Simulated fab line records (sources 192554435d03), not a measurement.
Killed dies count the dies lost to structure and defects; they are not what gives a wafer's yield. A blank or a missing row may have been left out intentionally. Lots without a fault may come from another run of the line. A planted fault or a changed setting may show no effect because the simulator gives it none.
Problem report, 8D (eight disciplines) form, completed by code -- flow n5 finfet -- the parts of the form that need people (team, actions taken, sign-off) are left out

## 1. THE PROBLEM
Wafers without a fault read 36, standard deviation 12; killed at front end at N5_PASSIVATION_PROBE_49 reads a mean of 332 on 6 wafers belonging to 2 lots. Measured from the usual mean, that is +25 standard deviations.
First seen on wafer L532.1, day 16 13:57, on prober-01. The record holds 35 wafers of 13 lots with a number at this step. Rule for "out" (also "out of limits"): further than 4 standard deviations from the usual mean. The other wafers with a number count as sound.

## 2. WHAT IT IS; WHAT IT IS NOT
question,is,is not
which readings at this step,"killed at front end, defect limited yield, killed dies, killed on rim, sort_bin_5_function, sort_bin_6_memory, sort n pass, sort yield pct","killed_at_M0_to_M3, killed at contacts, killed at other, killed short, sort_bin_4_leakage"
which lots,"L532, L533","L519, L520, L521, L522, L523, L524, L526, L527, L530, L531, L534"
which wafers of those lots,all that have a number,-
read on which tools,"prober-01, prober-02",-
when,from day 16 13:57,up to then (26 sound wafers); but 3 sound wafers of L534 came after

## 3. THE SUSPECTS, EACH WITH WHAT RULES IT OUT
Counting: a tool stays on the suspect list if, at a process step up to the reading, it processed all lots that are out and no sound lot following the first of them.
- cmp-02 at N5_ILD0_CMP_03 (polishes, stops on SiNx, t overpolish 1.9 s, target thk 197.38 nm): kept. It ran every lot that is out, first L532 (day 8 00:18), and no sound lot after that; its last sound lot up to then is L527 (day 6 19:41).
The count leaves cmp-02 at N5_ILD0_CMP_03.

## 4. THE CAUSE (what the simulator had put in)
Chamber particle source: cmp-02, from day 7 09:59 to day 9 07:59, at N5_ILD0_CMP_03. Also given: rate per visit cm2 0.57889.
Only this tool survived the counting.

## 5. THE EFFECT CHAIN, in route order
One row per reading whose mean, taken over the struck wafers that have a number, lies over 3 standard deviations from the usual. Readings are gone through only where the record gives a usual standard deviation; hours: the median, over the lots, of the time from a lot's start at the first step in this table giving one to that lot's start at this step; sigmas: the change measured in usual standard deviations.
hours,step,reading,usual,on struck wafers,change,sigmas
0,N5_PASSIVATION_PROBE_49,defect limited yield,91.8 %,67.5,-24.3,-16
0,N5_PASSIVATION_PROBE_49,killed at front end,36,332,+296,+25
0,N5_PASSIVATION_PROBE_49,killed dies,97,384,+287,+16
0,N5_PASSIVATION_PROBE_49,killed on rim,12,47,+35,+8.4
0,N5_PASSIVATION_PROBE_49,sort_bin_5_function,4.8 %,20.2,+15.4,+15
0,N5_PASSIVATION_PROBE_49,sort_bin_6_memory,3.1 %,10.1,+7.0,+11
0,N5_PASSIVATION_PROBE_49,sort n pass,1083,796,-287,-16
0,N5_PASSIVATION_PROBE_49,sort yield pct,91.8 %,67.5,-24.3,-16
It contains these process steps:
- N5_PASSIVATION_PROBE_49

## 6. HOW IT WOULD HAVE BEEN CAUGHT EARLIER
The fault began at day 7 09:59; the first out-of-limits reading in this record came at day 16 13:57, 220 hours later.
Of the tool readings at N5_ILD0_CMP_03 for which the record gives a usual standard deviation, none was out on any struck wafer, so an alarm limit of 4 standard deviations on them would not have fired.
Lots out: 2; all had begun N5_ILD0_CMP_03 on cmp-02 by day 16 13:57. Holding the tool at that point would not have protected any of them.
